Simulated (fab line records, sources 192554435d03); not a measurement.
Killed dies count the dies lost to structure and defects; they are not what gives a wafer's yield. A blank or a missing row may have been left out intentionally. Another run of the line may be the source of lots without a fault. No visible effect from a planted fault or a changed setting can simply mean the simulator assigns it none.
Matching of chambers	flow n5-finfet	N5_BEOL_M3_PECVD_72 on pecvd-03: 3 sister chambers
The step deposits SiO2 from TEOS/O2, target thk 16 nm, time 18 s. 3 wafers are shown with their chamber, then 12 later ones without.

== EACH WAFER AND ITS CHAMBER ==
wafer	chamber	showerhead-plenum-p-Torr (Torr)
L081.6	2	8.77
L087.4	1	8.95
L087.5	0	8.75

== WAFERS WITH NO CHAMBER GIVEN ==
wafer	showerhead-plenum-p-Torr (Torr)
L088.1	8.75
L088.3	8.95
L088.6	8.75
L089.1	8.75
L089.3	8.78
L089.5	8.75
L091.1	8.78
L091.5	8.95
L091.6	8.77
L092.4	8.76
L092.5	8.75
L092.6	8.77

== WHICH CHAMBER EACH WENT THROUGH ==
wafer	from the rows above	in truth
L088.1	0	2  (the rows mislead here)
L088.3	1	1
L088.6	0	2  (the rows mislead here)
L089.1	0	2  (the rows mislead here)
L089.3	2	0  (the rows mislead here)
L089.5	0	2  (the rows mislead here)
L091.1	2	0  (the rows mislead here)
L091.5	1	1
L091.6	2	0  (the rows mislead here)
L092.4	can't be placed: 0 or 2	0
L092.5	0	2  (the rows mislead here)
L092.6	2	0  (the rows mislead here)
Correct placement for 2 of the 12. These rows do not allow placing 1 (true chamber among the candidates in 1). Number placed wrongly: 9.
How it was worked out, from the rows above alone: a wafer's distance from a chamber is the root of the sum, over the readings, of the square of ((its reading less the chamber's mean) divided by the reading's scatter). If the next closest chamber is less than 2 further off than the closest, the wafer can't be placed; otherwise it belongs to the closest. The mean given for a chamber averages the wafers shown for that chamber. The scatter (one wafer shown for each chamber): square how far every hidden wafer sits from the nearest shown wafer, average those squares and take the square root.
